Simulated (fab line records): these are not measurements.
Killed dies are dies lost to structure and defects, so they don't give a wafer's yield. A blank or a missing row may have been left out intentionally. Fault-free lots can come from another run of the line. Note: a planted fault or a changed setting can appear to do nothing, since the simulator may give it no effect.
Chamber matching / flow n5-finfet / N5_FIN_SAQP_STRIP_77 on rie-diel-01: 4 sister chambers
The step strips in N2/H2, time 90 s. 4 wafers are shown with their chamber, then 9 later ones without.

== WAFERS PAIRED WITH THEIR CHAMBERS ==
wafer=L084.6; chamber=3; drypump-motor-current-A (A)=5.4
wafer=L085.2; chamber=1; drypump-motor-current-A (A)=5.2
wafer=L085.3; chamber=2; drypump-motor-current-A (A)=4.9
wafer=L085.6; chamber=0; drypump-motor-current-A (A)=6.4

== WAFERS MISSING THEIR CHAMBER ==
wafer=L086.1; drypump-motor-current-A (A)=5.3
wafer=L086.3; drypump-motor-current-A (A)=6.4
wafer=L086.6; drypump-motor-current-A (A)=4.9
wafer=L093.1; drypump-motor-current-A (A)=5.3
wafer=L093.2; drypump-motor-current-A (A)=5.0
wafer=L093.4; drypump-motor-current-A (A)=6.4
wafer=L096.2; drypump-motor-current-A (A)=6.4
wafer=L096.3; drypump-motor-current-A (A)=5.3
wafer=L096.4; drypump-motor-current-A (A)=5.0

== WHICH CHAMBER EACH WENT THROUGH ==
wafer=L086.1; from the rows above=can't be placed: 1 or 3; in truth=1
wafer=L086.3; from the rows above=0; in truth=0
wafer=L086.6; from the rows above=2; in truth=2
wafer=L093.1; from the rows above=can't be placed: 1 or 3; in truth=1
wafer=L093.2; from the rows above=can't be placed: 2 or 1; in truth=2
wafer=L093.4; from the rows above=0; in truth=0
wafer=L096.2; from the rows above=0; in truth=0
wafer=L096.3; from the rows above=can't be placed: 1 or 3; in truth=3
wafer=L096.4; from the rows above=can't be placed: 2 or 1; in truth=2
4 of 9 placed correctly. From these rows, 5 cannot be placed; in 5 the true chamber is one of the candidates. 0 placed wrongly.
How it was worked out, from the rows above alone: a wafer's distance from a chamber is the root of the sum, over the readings, of the square of ((its reading less the chamber's mean) divided by the reading's scatter). The wafer belongs to the nearest chamber; if the next one is less than 2 further off, it can't be placed. A chamber's mean is the mean of its shown wafers. The scatter: with one shown wafer a chamber, the root of the mean of the squares of how far each hidden wafer lies from its nearest shown one.
